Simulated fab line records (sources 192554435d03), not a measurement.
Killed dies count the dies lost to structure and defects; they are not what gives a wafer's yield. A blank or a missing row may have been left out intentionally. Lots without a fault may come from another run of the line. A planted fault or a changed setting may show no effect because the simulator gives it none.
Lot-split experiment / flow n5Finfet / 21 wafers read from 7 lots, route of 1938 steps

## THE SPLIT ITSELF
At N5_FIN_SAQP_COAT_49 (time 60 s, resist thk 100 nm), the setting spinRpm was moved away from the recipe's 1500 rpm on 9 of the 21 wafers read, by -10.3% to +6.5%. All remaining wafers had this setting at the recipe value.

## FROM THE SPLIT TO THE READING: what the file shows between them, 7 steps
- N5_FIN_SAQP_DEVELOP_15: develop time 30 s (also split here: developTimeS)
- N5_FIN_SAQP_DESCUM_21: chemistry O2, time 7.9 s
- N5_FIN_SAQP_ETCH_51: etches SiARC in CF4, target depth 45.5 nm, time 75.8 s
- N5_FIN_SAQP_ETCH_52: etches SOC in N2/H2, target depth 100 nm, overetch 20 nm, time 150 s
- N5_FIN_SAQP_STRIP_53: strips in N2/H2
- N5_FIN_SAQP_HM_OPEN_73: chemistry CHF3/O2, target SiO2, stops on a-Si, target depth 12 nm, time 16.8 s
- N5_FIN_SAQP_STRIP_74: strips in CHF3/O2

## THE READING
SOC_of_FIN_SAQP_COAT_49.thkNm (the simulator's own value, which no gauge read), in nm, at N5_FIN_SAQP_MANDREL_ETCH_22 (etches a-Si in HBr/Cl2, stops on SiNx, target depth 60 nm, bt time 10 s, time 30 s). There is no usual value for it anywhere in the file. The 12 wafers here that ran the recipe average 75.89 nm, standard deviation 0.2 nm.

wafer=L078.2; tool, chamber at the split=lithoTrack-01, 0; spinRpm as run, rpm=1579; against the recipe=+5.3%; SOC_of_FIN_SAQP_COAT_49.thkNm, nm=73.1; against lot-mates on the recipe=-2.68
wafer=L078.3; tool, chamber at the split=lithoTrack-01, 0; spinRpm as run, rpm=1500; against the recipe=recipe; SOC_of_FIN_SAQP_COAT_49.thkNm, nm=75.69; against lot-mates on the recipe=-
wafer=L078.5; tool, chamber at the split=lithoTrack-01, 0; spinRpm as run, rpm=1500; against the recipe=recipe; SOC_of_FIN_SAQP_COAT_49.thkNm, nm=75.87; against lot-mates on the recipe=-
wafer=L081.1; tool, chamber at the split=lithoTrack-04, 0; spinRpm as run, rpm=1366; against the recipe=-8.9%; SOC_of_FIN_SAQP_COAT_49.thkNm, nm=80.59; against lot-mates on the recipe=+5.08
wafer=L081.2; tool, chamber at the split=lithoTrack-04, 0; spinRpm as run, rpm=1500; against the recipe=recipe; SOC_of_FIN_SAQP_COAT_49.thkNm, nm=75.51; against lot-mates on the recipe=-
wafer=L081.4; tool, chamber at the split=lithoTrack-04, 0; spinRpm as run, rpm=1366; against the recipe=-8.9%; SOC_of_FIN_SAQP_COAT_49.thkNm, nm=80.02; against lot-mates on the recipe=+4.51
wafer=L084.1; tool, chamber at the split=lithoTrack-02, 0; spinRpm as run, rpm=1597; against the recipe=+6.5%; SOC_of_FIN_SAQP_COAT_49.thkNm, nm=73.15; against lot-mates on the recipe=-3.06
wafer=L084.3; tool, chamber at the split=lithoTrack-02, 0; spinRpm as run, rpm=1500; against the recipe=recipe; SOC_of_FIN_SAQP_COAT_49.thkNm, nm=76.21; against lot-mates on the recipe=-
wafer=L084.6; tool, chamber at the split=lithoTrack-02, 0; spinRpm as run, rpm=1597; against the recipe=+6.5%; SOC_of_FIN_SAQP_COAT_49.thkNm, nm=72.81; against lot-mates on the recipe=-3.40
wafer=L087.1; tool, chamber at the split=lithoTrack-04, 0; spinRpm as run, rpm=1500; against the recipe=recipe; SOC_of_FIN_SAQP_COAT_49.thkNm, nm=75.71; against lot-mates on the recipe=-
wafer=L087.3; tool, chamber at the split=lithoTrack-04, 0; spinRpm as run, rpm=1500; against the recipe=recipe; SOC_of_FIN_SAQP_COAT_49.thkNm, nm=76.07; against lot-mates on the recipe=-
wafer=L087.4; tool, chamber at the split=lithoTrack-04, 0; spinRpm as run, rpm=1500; against the recipe=recipe; SOC_of_FIN_SAQP_COAT_49.thkNm, nm=76.06; against lot-mates on the recipe=-
wafer=L089.1; tool, chamber at the split=lithoTrack-04, 0; spinRpm as run, rpm=1346; against the recipe=-10.3%; SOC_of_FIN_SAQP_COAT_49.thkNm, nm=81.64; against lot-mates on the recipe=no lot-mate on the recipe
wafer=L089.2; tool, chamber at the split=lithoTrack-04, 0; spinRpm as run, rpm=1346; against the recipe=-10.3%; SOC_of_FIN_SAQP_COAT_49.thkNm, nm=81.14; against lot-mates on the recipe=no lot-mate on the recipe
wafer=L089.3; tool, chamber at the split=lithoTrack-04, 0; spinRpm as run, rpm=1346; against the recipe=-10.3%; SOC_of_FIN_SAQP_COAT_49.thkNm, nm=81.32; against lot-mates on the recipe=no lot-mate on the recipe
wafer=L090.1; tool, chamber at the split=lithoTrack-02, 0; spinRpm as run, rpm=1559; against the recipe=+3.9%; SOC_of_FIN_SAQP_COAT_49.thkNm, nm=73.57; against lot-mates on the recipe=-2.29
wafer=L090.3; tool, chamber at the split=lithoTrack-02, 0; spinRpm as run, rpm=1500; against the recipe=recipe; SOC_of_FIN_SAQP_COAT_49.thkNm, nm=75.95; against lot-mates on the recipe=-
wafer=L090.5; tool, chamber at the split=lithoTrack-02, 0; spinRpm as run, rpm=1500; against the recipe=recipe; SOC_of_FIN_SAQP_COAT_49.thkNm, nm=75.76; against lot-mates on the recipe=-
wafer=L094.3; tool, chamber at the split=lithoTrack-02, 0; spinRpm as run, rpm=1500; against the recipe=recipe; SOC_of_FIN_SAQP_COAT_49.thkNm, nm=75.84; against lot-mates on the recipe=-
wafer=L094.5; tool, chamber at the split=lithoTrack-02, 0; spinRpm as run, rpm=1500; against the recipe=recipe; SOC_of_FIN_SAQP_COAT_49.thkNm, nm=76.12; against lot-mates on the recipe=-
wafer=L094.6; tool, chamber at the split=lithoTrack-02, 0; spinRpm as run, rpm=1500; against the recipe=recipe; SOC_of_FIN_SAQP_COAT_49.thkNm, nm=75.95; against lot-mates on the recipe=-

THE FIT
A straight line over all 21 wafers: SOC_of_FIN_SAQP_COAT_49.thkNm changes by -0.511 nm for each +1% of spinRpm; r = -1.00; the points scatter about the line by 0.27 nm.
The same after taking each lot's own level away (the mean of its wafers on the recipe; 18 wafers): -0.526 nm for each +1%; r = -1.00; scatter 0.18 nm.
According to that fit, moving spinRpm by its largest amount changes the reading by 5.4 nm.
The lots' own levels span 75.510 to 76.210 nm, that is 3.6 times the standard deviation above.
The two slopes agree, so the slope changes little with the lot-to-lot level.
Check: for one of the wafers moved furthest among these (-8.9%), held out of the fit, the line's prediction against its lot-mates is +4.53 nm. Against them it came out at +5.08 nm.

## FURTHER SPLITS ON THESE WAFERS
Other splits were also applied to these wafers ahead of the reading. Each is held against what the fit with the lots' levels taken away leaves over:
other split on the same wafers=N5_ZERO_LAYER_EXPOSE_08 doseMj; wafers away from the commonest value=8; r with SOC_of_FIN_SAQP_COAT_49.thkNm (lot level and that fit taken away)=-0.42
other split on the same wafers=N5_ZERO_LAYER_DEVELOP_10 developTimeS; wafers away from the commonest value=7; r with SOC_of_FIN_SAQP_COAT_49.thkNm (lot level and that fit taken away)=+0.08
other split on the same wafers=N5_PMOS_HMC_CHANNEL_EPI_PEB_07 pebTempC; wafers away from the commonest value=7; r with SOC_of_FIN_SAQP_COAT_49.thkNm (lot level and that fit taken away)=+0.48
other split on the same wafers=N5_PMOS_HMC_CHANNEL_EPI_ETCH_32 biasW; wafers away from the commonest value=4; r with SOC_of_FIN_SAQP_COAT_49.thkNm (lot level and that fit taken away)=-0.33
other split on the same wafers=N5_FIN_SAQP_DEVELOP_15 developTimeS; wafers away from the commonest value=8; r with SOC_of_FIN_SAQP_COAT_49.thkNm (lot level and that fit taken away)=-0.07

## THE WHOLE CHAIN: every reading that the file lists as answering this split, in the file's order
step=N5_FIN_SAQP_COAT_49; what it does=time 60 s, resist thk 100 nm; reading=SOC_of_FIN_SAQP_COAT_49.thkNm (the simulator's own value, which no gauge read); change (the file's fit)=-0.513 nm for each +1% of the setting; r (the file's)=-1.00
step=N5_FIN_SAQP_ETCH_52; what it does=etches SOC in N2/H2, target depth 100 nm, overetch 20 nm, time 150 s; reading=etch.depthNm (the simulator's own value, which no gauge read); change (the file's fit)=-0.513 nm for each +1% of the setting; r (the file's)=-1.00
step=N5_FIN_SAQP_MANDREL_ETCH_22; what it does=etches a-Si in HBr/Cl2, stops on SiNx, target depth 60 nm, bt time 10 s, time 30 s; reading=SOC_of_FIN_SAQP_COAT_49.thkNm (the simulator's own value, which no gauge read); change (the file's fit)=-0.527 nm for each +1% of the setting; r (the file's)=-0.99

## THE FILE'S OWN FIT
SOC_of_FIN_SAQP_COAT_49.thkNm changes by -0.527 nm for each +1% of spinRpm, r = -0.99.
